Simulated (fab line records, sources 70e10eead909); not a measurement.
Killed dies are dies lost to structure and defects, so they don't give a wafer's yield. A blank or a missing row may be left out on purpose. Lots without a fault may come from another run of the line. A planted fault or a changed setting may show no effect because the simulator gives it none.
fab line records | flow nand_harc
record lots=13 wafers=39 last_day=24
route steps=1159 shown A_M1@1043 THIN_TSV@1137
lots that met no fault: from a run of the same line without faults
start_h: hours from the record's first day to the start of the lot's first wafer shown | wait_h: hours since the lot's step before | " the same as in the row above | L1.1+2: a row that stands for several wafers | - no value, or no start given | * or withheld: withheld | < > ~ a bound
route shown NAME@n: a module of which the file shows steps, and the number in the route of the first | usual: mean/standard deviation of fault-free wafers | same: alike in all rows | chamber/n: place in a boat | sites: the reading at each site | _std_site: their standard deviation | _edge_site: outer sites' mean less inner sites' | radius_mm: how far each site lies from the wafer's centre | mask NAME#n: copy n | behind: the tool/chamber that last shaped the wafer | hold: why the lot was held/for how many hours/how that ended | device: the transistor (n, p or np) that didn't switch | end of line: the same wafers' tests at the end of the route | a step without rows: its recipe alone | killed: dies lost to structure and defects at the first sort, not the wafer's yield | map: a wafer's dies, x killed, . not, _ none there
set.NAME: the setting as run; set.NAME@STEP: as run at that earlier step | model.NAME: the simulator's own value behind a step, which no gauge read
steps of the route over a sample of lots; a table a step, a row a wafer
services: from which hour (start_h, from the record's first day; less than 0 if before it) a tool's chamber was out of use, for how many hours, and why
## steps
# step NHARC_A_M1_STRIP_18
# recipe power_w=1000 n2_flow_sccm=150 h2_flow_sccm=150 ar_flow_sccm=0 bias_w=0 chemistry=N2/H2
# usual chamber_pressure_mTorr=29.998/0.027 drypump_motor_current_A=5.5/0.36 oes_product_au=0.999/0.0099 rf_vpp_V=90.7/0.92 showerhead_plenum_p_Torr=2.05/0.079 throttle_valve_pct=14.171/0.0094
# columns lot.wafer tool chamber start_h wait_h chamber_pressure_mTorr drypump_motor_current_A oes_product_au rf_hours_counter_h rf_vpp_V showerhead_plenum_p_Torr throttle_valve_pct
L329.3 rie_diel-06 1 407.07 0.1 30.034 5.0 0.986 4.6 89.4 1.97 14.164
L329.4 " 3 " " 30.004 6.1 1.010 4.5 91.9 2.15 14.165
L329.6 " 0 " " 29.969 5.4 0.989 - 89.6 2.02 14.181
L330.1 rie_diel-04 1 407.42 0.1 29.949 5.1 0.994 8.8 90.4 2.18 14.163
L330.4 " 2 " " 29.960 6.0 1.006 7.7 90.3 2.05 14.163
L330.6 " 1 " " 30.012 5.1 0.993 - 90.4 2.18 14.174
L333.2 rie_diel-04 1 409.07 0.1 30.022 5.1 0.994 8.8 91.3 2.18 14.158
L333.6 " 3 " " 30.019 5.4 1.010 - 88.7 1.92 14.172
L333.5 " 0 " " 29.969 5.8 0.999 - 90.4 2.04 14.170
L331.2 rie_diel-04 0 417.25 0.1 29.979 5.8 0.996 9.9 90.9 2.04 14.178
L331.3 " 1 " " 29.963 5.1 0.989 8.9 92.2 2.18 14.167
L331.6 " 3 " " 30.004 5.4 1.002 - 89.6 1.92 14.162
L335.2 rie_diel-12 2 449.79 0.1 29.954 5.3 0.992 4.2 91.1 2.14 14.178
L335.3 " 1 " " 29.987 5.8 1.003 3.8 91.3 2.06 14.163
L335.5 " 2 " " 30.013 5.4 0.995 - 90.5 2.14 14.175
L337.1 rie_diel-12 3 457.30 0.1 30.050 5.2 1.002 4.0 90.8 2.04 14.170
L337.4 " 0 " " 30.031 5.9 1.003 3.6 91.4 1.93 14.163
L337.2 " 1 " " 30.015 5.8 0.991 4.2 90.0 2.06 14.186
L340.1 rie_diel-12 2 498.70 0.1 30.020 5.4 1.007 7.3 92.9 2.14 14.184
L340.2 " 3 " " 29.988 5.2 0.995 6.9 91.2 2.04 14.157
L340.5 " 1 " " 30.022 5.8 0.996 - 90.8 2.06 14.163
L346.2 rie_diel-12 3 499.66 0.1 29.982 5.2 1.006 7.1 90.9 2.04 14.172
L346.3 " 1 " " 29.940 5.9 1.000 6.6 91.4 2.06 14.165
L346.6 " 3 " " 29.998 5.2 1.015 - 90.5 2.04 14.164
L344.6 rie_diel-12 3 514.56 0.2 29.948 5.2 1.013 - 91.1 2.04 14.169
L344.5 " 1 " " 30.006 5.8 1.002 - 90.4 2.06 14.188
L344.4 " 2 " " 30.035 5.4 0.993 - 90.7 2.14 14.175
L347.2 rie_diel-04 2 520.03 0.1 30.004 6.0 0.990 4.4 90.0 2.05 14.172
L347.3 " 3 " " 29.965 5.4 0.993 3.9 90.3 1.92 14.164
L347.6 " 1 " " 30.019 5.1 0.999 - 91.0 2.18 14.175
L348.2 rie_diel-12 3 523.82 0.1 29.994 5.2 1.001 8.2 92.5 2.04 14.175
L348.6 " 2 " " 29.989 5.3 0.983 - 90.2 2.14 14.176
L348.5 " 3 " " 30.022 5.2 1.000 - 90.2 2.04 14.154
L350.4 rie_diel-04 2 539.36 0.1 30.019 6.0 0.978 5.7 90.0 2.05 14.165
L350.2 " 3 " " 30.022 5.4 0.997 5.7 90.9 1.92 14.185
L350.3 " 0 " " 30.008 5.8 1.012 6.0 91.1 2.03 14.160
L351.3 rie_diel-04 2 546.19 0.1 30.028 6.0 0.977 6.3 90.6 2.05 14.168
L351.1 " 3 " " 30.050 5.4 0.984 6.3 91.4 1.92 14.160
L351.4 " 0 " " 30.000 5.8 1.001 6.8 91.0 2.03 14.177
# step NHARC_THIN_TSV_PRE_CLEAN_54
# recipe time_s=30 temp_c=280 gas=H2/He
# usual heater_power_w=428/48
# columns lot.wafer tool chamber start_h wait_h heater_power_w
L329.3 pvd_sputter-01 - 438.81 0.1 396
L329.4 " - " " 423
L329.6 " - " " 401
L330.4 pvd_sputter-01 - 440.55 0.1 456
L330.1 " - " " 431
L330.6 " - " " 385
L333.2 pvd_sputter-02 - 441.22 0.1 360
L333.5 " - " " 468
L333.6 " - " " 447
L331.2 pvd_sputter-03 - 445.54 0.0 384
L331.3 " - " " 377
L331.6 " - " " 468
L335.2 pvd_sputter-01 - 474.97 0.1 413
L335.3 " - " " 451
L335.5 " - " " 453
L337.4 pvd_sputter-01 - 487.91 0.1 433
L337.1 " - " " 392
L337.2 " - " " 401
L340.2 pvd_sputter-02 - 525.38 0.1 459
L340.1 " - " " 441
L340.5 " - " " 465
L346.3 pvd_sputter-02 - 526.48 0.1 346
L346.2 " - " " 474
L346.6 " - " " 445
L344.4 pvd_sputter-02 - 540.36 0.1 474
L344.6 " - " " 434
L344.5 " - " " 351
L347.2 pvd_sputter-01 - 546.57 0.0 447
L347.3 " - " " 417
L347.6 " - " " 431
L348.2 pvd_sputter-02 - 549.66 0.1 484
L348.6 " - " " 454
L348.5 " - " " 354
L350.4 pvd_sputter-01 - 567.20 0.0 426
L350.3 " - " " 422
L350.2 " - " " 434
L351.4 pvd_sputter-03 - 570.77 0.0 362
L351.3 " - " " 432
L351.1 " - " " 529
# step NHARC_THIN_TSV_ETCH_59
# recipe target_depth_a=8800 icp_w=900 bias_w=100 Cl2_flow_sccm=60 bcl3_flow_sccm=30 time_s=138.1 chemistry=Cl2/BCl3
# usual chamber_pressure_mTorr=9.999/0.0091 drypump_motor_current_A=5.7/0.53 oes_product_au=0.999/0.0093 run_length_s=159.7/0.34 throttle_valve_pct=22.263/0.0095
# columns lot.wafer tool chamber start_h wait_h chamber_pressure_mTorr drypump_motor_current_A oes_product_au rf_hours_counter_h run_length_s throttle_valve_pct
L329.4 rie_metal-01 0 440.22 0.2 9.986 5.1 1.012 - 160.5 22.271
L329.3 " 1 " " 10.003 6.0 0.994 - 159.4 22.261
L329.6 " 1 " " 10.004 5.9 0.998 - 159.2 22.262
L330.1 rie_metal-03 0 441.77 0.1 9.996 5.1 1.003 4.8 159.7 22.274
L330.4 " 1 " " 10.000 6.4 1.007 - 159.4 22.263
L330.6 " 1 " " 9.994 6.4 1.003 - 159.5 22.276
L333.2 rie_metal-01 1 442.46 0.1 10.005 6.0 0.998 3.3 159.6 22.273
L333.6 " 0 " " 9.999 5.1 1.012 - 160.2 22.265
L333.5 " 1 " " 9.995 6.0 1.010 - 159.5 22.266
L331.2 rie_metal-03 0 446.82 0.1 9.995 5.1 1.014 5.2 159.7 22.263
L331.3 " 1 " " 10.020 6.5 0.999 - 159.6 22.251
L331.6 " 0 " " 10.006 5.1 1.009 - 160.0 22.268
L335.2 rie_metal-03 0 476.39 0.2 9.993 5.1 0.996 0.1 159.9 22.254
L335.3 " 0 " " 10.007 5.0 0.995 - 159.8 22.259
L335.5 " 1 " " 10.002 6.5 0.999 - 159.4 22.263
L337.1 rie_metal-03 1 489.13 0.1 10.006 6.4 1.006 0.7 159.5 22.248
L337.2 " 0 " " 10.008 5.1 0.992 0.7 159.7 22.258
L337.4 " 0 " " 10.005 5.1 0.988 - 160.4 22.267
L340.2 rie_metal-01 1 526.64 0.1 10.003 6.0 1.011 0.3 159.2 22.263
L340.1 " 0 " " 9.997 5.1 1.003 0.3 159.6 22.259
L340.5 " 1 " " 10.005 6.0 1.016 - 145.0 22.267
L346.2 rie_metal-02 0 528.27 0.2 10.007 6.1 0.991 - 159.2 22.262
L346.3 " 0 " " 9.995 6.0 0.987 - 159.8 22.265
L346.6 " 0 " " 9.994 6.1 0.998 - 159.3 22.255
L344.4 rie_metal-02 1 541.79 0.2 10.012 5.4 1.005 - 159.6 22.258
L344.6 " 0 " " 10.000 6.0 0.983 - 159.1 22.247
L344.5 " 1 " " 10.001 5.5 0.994 - 159.4 22.270
L347.2 rie_metal-02 0 547.97 0.2 10.004 6.1 0.995 4.4 159.4 22.277
L347.3 " 1 " " 9.997 5.5 1.002 - 159.4 22.260
L347.6 " 0 " " 10.004 6.1 0.998 - 159.5 22.280
L348.2 rie_metal-02 1 551.00 0.1 9.999 5.4 1.000 3.7 159.9 22.272
L348.6 " 1 " " 10.003 5.5 1.008 - 159.2 22.266
L348.5 " 0 " " 9.991 6.0 0.989 - 159.8 22.260
L350.2 rie_metal-03 1 568.46 0.1 9.995 6.5 0.996 3.2 159.4 22.267
L350.3 " 0 " " 9.999 5.1 0.993 - 159.7 22.262
L350.4 " 1 " " 10.004 6.5 0.993 - 159.4 22.270
L351.1 rie_metal-03 0 572.04 0.1 9.990 5.0 0.990 3.4 160.3 22.253
L351.3 " 1 " " 9.983 6.5 1.004 - 159.8 22.247
L351.4 " 0 " " 10.004 5.1 0.982 - 159.9 22.275
# step NHARC_THIN_TSV_CD_MEAS_37
# usual cd_nm=5001.2/3
# columns lot.wafer tool chamber start_h wait_h cd_nm
L329.3 cd_sem-02 - 441.55 - 5003.0
L329.4 " - " " 5006.2
L329.6 " - " " 5002.0
L330.1 cd_sem-03 - 442.92 - 5000.1
L330.4 " - " " 5003.8
L330.6 " - " " 4999.0
L333.2 cd_sem-03 - 443.58 - 5004.6
L333.5 " - " " 5001.6
L333.6 " - " " 5003.3
L331.2 cd_sem-03 - 447.98 - 4996.1
L331.3 " - " " 4999.2
L331.6 " - " " 4999.7
L335.2 cd_sem-02 - 477.50 - 4997.5
L335.3 " - " " 4999.0
L335.5 " - " " 5001.0
L337.1 cd_sem-01 - 490.37 - 4999.9
L337.2 " - " " 5002.4
L337.4 " - " " 5003.5
L340.1 cd_sem-02 - 527.79 - 5004.7
L340.2 " - " " 5005.2
L340.5 " - " " 4998.4
L346.2 cd_sem-03 - 529.58 - 5002.5
L346.3 " - " " 4995.6
L346.6 " - " " 4996.0
L344.4 cd_sem-02 - 543.97 - 4995.2
L344.5 " - " " 5002.7
L344.6 " - " " 5004.3
L347.2 cd_sem-02 - 549.12 - 5000.7
L347.3 " - " " 4999.1
L347.6 " - " " 4996.0
L348.2 cd_sem-02 - 552.51 - 5003.8
L348.5 " - " " 4999.3
L348.6 " - " " 5000.2
L350.2 cd_sem-01 - 569.58 - 5001.0
L350.3 " - " " 5001.9
L350.4 " - " " 5001.8
L351.1 cd_sem-02 - 573.15 - 4999.1
L351.3 " - " " 5004.5
L351.4 " - " " 5003.2
## services
# columns tool chamber start_h hours kind
rie_diel-04 - 383.20 0.6 repair
rie_metal-02 - 388.00 9.0 pm
rie_diel-12 0 388.40 - clean
rie_diel-06 2 389.99 7.2 repair
pvd_sputter-02 - 396.88 10.0 pm
pvd_sputter-03 - 415.59 1.0 repair
rie_diel-06 - 418.20 9.0 pm
rie_metal-03 - 421.04 0.8 repair
rie_diel-12 - 436.19 0.8 repair
rie_metal-01 0 451.61 2.1 repair
rie_metal-03 - 453.00 9.0 pm
pvd_sputter-03 - 458.01 10.0 pm
rie_diel-06 0 465.11 4.7 repair
rie_diel-04 - 465.90 9.0 pm
rie_metal-01 - 473.79 0.2 repair
rie_diel-04 3 481.34 6.8 repair
rie_diel-06 3 506.64 1.2 repair
rie_metal-01 - 509.00 9.0 pm
rie_diel-12 0 510.79 10.8 repair
rie_metal-03 1 512.47 2.9 repair
pvd_sputter-01 - 514.02 10.0 pm
rie_metal-02 1 518.31 10.0 repair
rie_diel-12 - 556.40 9.0 pm
rie_metal-02 - 565.00 9.0 pm
## key
first_sign step=NHARC_THIN_TSV_ETCH_59 reading=run_length_s direction=down sigmas=43 usual=* struck=*
effect none on later readings
met_at NHARC_THIN_TSV_ETCH_59
struck_lots L340
struck_wafers L340.5
later_rows_left_out L340.5
sort_left_out L340.5
not_acting_at NHARC_A_M1_STRIP_18,NHARC_THIN_TSV_PRE_CLEAN_54,NHARC_THIN_TSV_CD_MEAS_37
onset_between 442.46 526.64
fault kind=process_parameter_drift tool=rie_metal-01 chamber=- onset_h=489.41 steps=NHARC_THIN_TSV_ETCH_59 channel=time_s offset=* shape=step end_h=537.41 scope=struck_wafers_only acts_in=* stated=*
# sort_left_out: the simulated sort isn't trusted on such a fault, so these wafers' sort isn't shown, and their yield isn't known
# later_rows_left_out: the simulator's readings of these wafers behind a module that went badly wrong aren't trusted and aren't shown, but for the sort
